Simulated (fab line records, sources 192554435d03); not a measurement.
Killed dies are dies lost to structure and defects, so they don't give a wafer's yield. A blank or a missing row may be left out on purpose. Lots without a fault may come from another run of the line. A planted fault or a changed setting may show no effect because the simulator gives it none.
Chamber matching | flow n5_finfet | N5_FIN_SAQP_HM_DEP_03 on pecvd-02: 3 sister chambers
The step deposits SiNx from SiH4/NH3/N2, target thk 38 nm, time 33.6 s. 3 wafers are shown with their chamber, then 8 later ones without.

WAFERS WITH THEIR CHAMBER
wafer  | chamber | showerhead_plenum_p_Torr (Torr)
L323.2 | 2       | 5.03
L323.5 | 0       | 5.11
L333.1 | 1       | 5.29

WAFERS WITHOUT THEIR CHAMBER
wafer  | showerhead_plenum_p_Torr (Torr)
L333.4 | 5.30
L333.5 | 5.13
L334.1 | 5.13
L334.2 | 5.29
L334.5 | 5.29
L335.2 | 5.28
L335.3 | 5.14
L335.5 | 5.28

WHICH CHAMBER EACH WENT THROUGH
wafer  | from the rows above | in truth
L333.4 | 1                   | 1
L333.5 | 0                   | 0
L334.1 | 0                   | 0
L334.2 | 1                   | 1
L334.5 | 1                   | 1
L335.2 | 1                   | 1
L335.3 | 0                   | 0
L335.5 | 1                   | 1
Placed correctly: 8 of 8. Can't be placed from these rows: 0. Placed wrongly: 0.
How it was worked out, from the rows above alone: a wafer's distance from a chamber is the root of the sum, over the readings, of the square of ((its reading less the chamber's mean) divided by the reading's scatter). The wafer belongs to the nearest chamber; if the next one is less than 2 further off, it can't be placed. A chamber's mean is the mean of its shown wafers. The scatter: with one shown wafer a chamber, the root of the mean of the squares of how far each hidden wafer lies from its nearest shown one.
